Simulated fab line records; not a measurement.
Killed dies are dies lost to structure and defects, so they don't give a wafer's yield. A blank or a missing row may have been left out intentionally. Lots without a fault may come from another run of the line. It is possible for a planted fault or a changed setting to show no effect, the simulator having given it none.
Matching of chambers || flow nand_harc || NHARC_A_CONTACT_ETCH_110 on rie_diel-04: 4 sister chambers
The step etches the open film in CF4/O2, target depth 60 nm, overetch 6 nm, time 33 s. 18 wafers are shown with their chamber, then 9 later ones without.

EACH WAFER AND ITS CHAMBER
{"wafer": "L075.1", "chamber": 3, "drypump_motor_current_A (A)": 6.2, "rf_vpp_V (V)": 197.3, "throttle_valve_pct (%)": 13.399}
{"wafer": "L075.4", "chamber": 2, "drypump_motor_current_A (A)": 5.7, "rf_vpp_V (V)": 197.9, "throttle_valve_pct (%)": 13.391}
{"wafer": "L075.5", "chamber": 0, "drypump_motor_current_A (A)": 4.6, "rf_vpp_V (V)": 198.2, "throttle_valve_pct (%)": 13.408}
{"wafer": "L076.1", "chamber": 2, "drypump_motor_current_A (A)": 5.7, "rf_vpp_V (V)": 197.6, "throttle_valve_pct (%)": 13.406}
{"wafer": "L076.3", "chamber": 1, "drypump_motor_current_A (A)": 4.9, "rf_vpp_V (V)": 195.9, "throttle_valve_pct (%)": 13.386}
{"wafer": "L076.4", "chamber": 3, "drypump_motor_current_A (A)": 6.2, "rf_vpp_V (V)": 198.5, "throttle_valve_pct (%)": 13.403}
{"wafer": "L080.4", "chamber": 3, "drypump_motor_current_A (A)": 6.1, "rf_vpp_V (V)": 198.1, "throttle_valve_pct (%)": 13.384}
{"wafer": "L080.5", "chamber": 2, "drypump_motor_current_A (A)": 5.7, "rf_vpp_V (V)": 197.5, "throttle_valve_pct (%)": 13.388}
{"wafer": "L080.6", "chamber": 3, "drypump_motor_current_A (A)": 6.2, "rf_vpp_V (V)": 199.3, "throttle_valve_pct (%)": 13.392}
{"wafer": "L081.2", "chamber": 0, "drypump_motor_current_A (A)": 4.6, "rf_vpp_V (V)": 199.7, "throttle_valve_pct (%)": 13.412}
{"wafer": "L081.5", "chamber": 2, "drypump_motor_current_A (A)": 5.7, "rf_vpp_V (V)": 195.9, "throttle_valve_pct (%)": 13.398}
{"wafer": "L081.6", "chamber": 3, "drypump_motor_current_A (A)": 6.2, "rf_vpp_V (V)": 197.9, "throttle_valve_pct (%)": 13.397}
{"wafer": "L083.2", "chamber": 3, "drypump_motor_current_A (A)": 6.1, "rf_vpp_V (V)": 198.9, "throttle_valve_pct (%)": 13.395}
{"wafer": "L083.3", "chamber": 1, "drypump_motor_current_A (A)": 4.9, "rf_vpp_V (V)": 196.7, "throttle_valve_pct (%)": 13.397}
{"wafer": "L083.4", "chamber": 2, "drypump_motor_current_A (A)": 5.7, "rf_vpp_V (V)": 195.9, "throttle_valve_pct (%)": 13.394}
{"wafer": "L086.3", "chamber": 2, "drypump_motor_current_A (A)": 5.8, "rf_vpp_V (V)": 196.5, "throttle_valve_pct (%)": 13.412}
{"wafer": "L086.4", "chamber": 3, "drypump_motor_current_A (A)": 6.2, "rf_vpp_V (V)": 197.5, "throttle_valve_pct (%)": 13.396}
{"wafer": "L086.5", "chamber": 2, "drypump_motor_current_A (A)": 5.8, "rf_vpp_V (V)": 195.8, "throttle_valve_pct (%)": 13.401}

SIGNATURES, as means of the wafers listed above
{"reading": "drypump_motor_current_A", "chamber 0": 4.600, "chamber 1": 4.900, "chamber 2": 5.729, "chamber 3": 6.171, "scatter within a chamber": 0.0452}
{"reading": "rf_vpp_V", "chamber 0": 198.950, "chamber 1": 196.300, "chamber 2": 196.729, "chamber 3": 198.214, "scatter within a chamber": 0.83}
{"reading": "throttle_valve_pct", "chamber 0": 13.41000, "chamber 1": 13.39150, "chamber 2": 13.39857, "chamber 3": 13.39514, "scatter within a chamber": 0.00715}
Rule: for a wafer and a chamber, the distance is found by dividing, reading by reading, the gap between the wafer's reading and the chamber's mean by the reading's scatter, squaring, summing and taking the root. If the next closest chamber is less than 2 further off than the closest, the wafer can't be placed; otherwise it belongs to the closest. The scatter: take each reading less its chamber's mean, square it, sum over the shown wafers, divide by the number of wafers less the number of chambers, and take the root.

WAFERS WITH NO CHAMBER GIVEN
{"wafer": "L091.3", "drypump_motor_current_A (A)": 6.2, "rf_vpp_V (V)": 199.2, "throttle_valve_pct (%)": 13.401}
{"wafer": "L091.4", "drypump_motor_current_A (A)": 5.8, "rf_vpp_V (V)": 196.5, "throttle_valve_pct (%)": 13.395}
{"wafer": "L091.6", "drypump_motor_current_A (A)": 4.6, "rf_vpp_V (V)": 200.3, "throttle_valve_pct (%)": 13.380}
{"wafer": "L094.4", "drypump_motor_current_A (A)": 4.9, "rf_vpp_V (V)": 195.2, "throttle_valve_pct (%)": 13.404}
{"wafer": "L094.5", "drypump_motor_current_A (A)": 6.2, "rf_vpp_V (V)": 196.9, "throttle_valve_pct (%)": 13.407}
{"wafer": "L094.6", "drypump_motor_current_A (A)": 5.7, "rf_vpp_V (V)": 196.4, "throttle_valve_pct (%)": 13.408}
{"wafer": "L093.3", "drypump_motor_current_A (A)": 5.0, "rf_vpp_V (V)": 194.5, "throttle_valve_pct (%)": 13.414}
{"wafer": "L093.5", "drypump_motor_current_A (A)": 6.2, "rf_vpp_V (V)": 197.3, "throttle_valve_pct (%)": 13.403}
{"wafer": "L093.6", "drypump_motor_current_A (A)": 5.8, "rf_vpp_V (V)": 197.2, "throttle_valve_pct (%)": 13.403}

EACH ONE'S CHAMBER
{"wafer": "L091.3", "from the rows above": 3, "in truth": 3}
{"wafer": "L091.4", "from the rows above": 2, "in truth": 2}
{"wafer": "L091.6", "from the rows above": 0, "in truth": 0}
{"wafer": "L094.4", "from the rows above": 1, "in truth": 1}
{"wafer": "L094.5", "from the rows above": 3, "in truth": 3}
{"wafer": "L094.6", "from the rows above": 2, "in truth": 2}
{"wafer": "L093.3", "from the rows above": 1, "in truth": 1}
{"wafer": "L093.5", "from the rows above": 3, "in truth": 3}
{"wafer": "L093.6", "from the rows above": 2, "in truth": 2}
Correctly placed: 9 of 9. Number that these rows cannot place: 0. Wrongly placed: 0.
